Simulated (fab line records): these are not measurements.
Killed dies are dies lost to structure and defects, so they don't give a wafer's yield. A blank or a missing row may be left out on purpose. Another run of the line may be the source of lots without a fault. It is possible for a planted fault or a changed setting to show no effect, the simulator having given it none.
Comparing a struck lot with a sound one || flow n5_finfet || 36 out of 1938 route steps
Sound: these wafers, L190.2, L190.4, L190.5. Struck: wafers L179.1, L179.5, L179.6. Last of all comes the cause.
Each step with rows lists, per side, the tool, then ch with its chambers, then its first start. Under that, the readings that differ: sound wafers || struck wafers || difference of the means || sigmas: that difference in standard deviations of wafers without a fault.
alike: readings with means less than 2 such deviations apart, plus words and numbers identical on both sides. not compared: withheld readings, readings lacking a value on some wafer, bounds such as >300 that could conceal the same value, and numbers that have no deviation in the record and whose values overlap.
A row with sigmas, a row that says differs or no value, or rows on one side alone: a step with any of these is where the two part. Non-overlapping numbers with no deviation appear without sigmas and do not part them. A reading that every wafer of one side lacks parts them only if that side has two wafers or more.

first, 9 steps without rows for these wafers: N5_BEOL_M4_ANNEAL_95 (time 240 s); N5_BEOL_M4_SPUTTER_96 (material Cu, target thk 4.5 nm, time 8.29 s); N5_BEOL_M4_ECD_50 (material Cu, target thk 300 nm); N5_BEOL_M4_ANNEAL_51 (time 90 s); N5_BEOL_M4_CMP_52 (polishes, stops on SiOC, t overpolish 6.8 s, target thk 40 nm); N5_BEOL_M4_PRE_CLEAN_60 (time 15 s); N5_BEOL_M4_CO_CAP_55 (material Co, precursor CCTBA/H2, target thk 2 nm, time 102.1 s); N5_BEOL_M4_PRE_CLEAN_56 (time 15 s); N5_BEOL_M4_DEP_57 (deposits SiCN from 3MS/NH3, target thk 8 nm, time 14 s).
N5_BEOL_M4_RC_MEAS_101:
  sound on prober-01 ch 0, day 12 14:20; struck on prober-01 ch 0, day 10 01:59
  alike: DIBL_N, DIBL_P, IOFF_N, IOFF_P, ION_N, ION_P, SS_N, SS_P, VT_N, VT_P
then, 24 steps without rows for these wafers: N5_BEOL_M5_ILD_DEP_00 (deposits SiCOH lowk from DEMS/porogen, target thk 140.64 nm, time 25.9 s); N5_BEOL_M5_CURE_79 (cures SiCOH lowk, time 240 s); N5_BEOL_M5_PECVD_70 (deposits SiO2 from TEOS/O2, target thk 16 nm, time 18 s); N5_BEOL_M5_HM_DEP_02 (deposits TiN, target thk 20 nm); N5_BEOL_M5_COAT_59 (time 60 s, resist thk 60 nm); N5_BEOL_M5_COAT_60 (time 60 s, resist thk 12 nm); N5_BEOL_M5_COAT_71 (time 60 s, resist thk 5 nm); N5_BEOL_M5_COAT_05 (resist thk 30 nm); N5_BEOL_M5_EBR_07; N5_BEOL_M5_SOFTBAKE_06 (time 60 s); N5_BEOL_M5_EXPOSE_08 (exposes mask M5, target cd 28 nm); N5_BEOL_M5_PEB_09 (peb time 60 s); N5_BEOL_M5_DEVELOP_10 (develop time 30 s); N5_BEOL_M5_DESCUM_16 (chemistry O2, time 7 s); N5_BEOL_M5_ETCH_72 (etches underlayer in N2/H2, target depth 6.5 nm, time 5.2 s); N5_BEOL_M5_ETCH_61 (etches SiARC in CF4, target depth 15.6 nm, time 26 s); N5_BEOL_M5_ETCH_62 (etches SOC in N2/H2, target depth 75 nm, overetch 15 nm, time 112.5 s); N5_BEOL_M5_STRIP_63 (strips in N2/H2); N5_BEOL_M5_STRIP_73 (strips in N2/H2); N5_BEOL_M5_STRIP_64 (strips in CF4); N5_BEOL_M5_HM_OPEN_17 (chemistry Cl2/BCl3, target TiN, target depth 20 nm, overetch 6 nm); N5_BEOL_M5_STRIP_19 (strips in O2); N5_BEOL_M5_COAT_65 (time 60 s, resist thk 60 nm); N5_BEOL_M5_COAT_66 (time 60 s, resist thk 12 nm).
-- a jump in the record: the struck wafers' starts before and after are 3 days apart (it breaks off in module BEOL_M5 and resumes in module BEOL_M14, where the first step shown is number 1751 of the route) --
N5_BEOL_M14_ETCH_68: etches SOC in N2/H2, time 450 s.
  sound on rie_diel-02 ch 0,1, day 16 04:41; struck on rie_diel-06 ch 0,1,3, day 13 06:28
  no value came back on the struck wafers for any of 8 readings (bias_w (W), chamber_pressure_mTorr (mTorr) and others); on the sound wafers bias_w (W) reads 349.7 350.3 350.4
{"reading": "model.coat_of_BEOL_M14_COAT_22.thk_nm (nm)", "sound": "0 0 0", "struck": "212 212 212.6", "difference": "+212", "sigmas": ""}
{"reading": "model.SiARC_of_BEOL_M14_COAT_66.thk_nm (nm)", "sound": "65 64.8 64.6", "struck": "110.2 110 110", "difference": "+45.3", "sigmas": ""}
  not compared: rf_hours_counter_h
N5_PASSIVATION_PROBE_49:
  rows exist in the record for the struck wafers here (prober-02, day 14 09:30), but not for the sound ones

WHERE THEY PART
Last at N5_PASSIVATION_PROBE_49 as far as this record goes, first at N5_BEOL_M14_ETCH_68.

WHY: whatever the simulator had introduced
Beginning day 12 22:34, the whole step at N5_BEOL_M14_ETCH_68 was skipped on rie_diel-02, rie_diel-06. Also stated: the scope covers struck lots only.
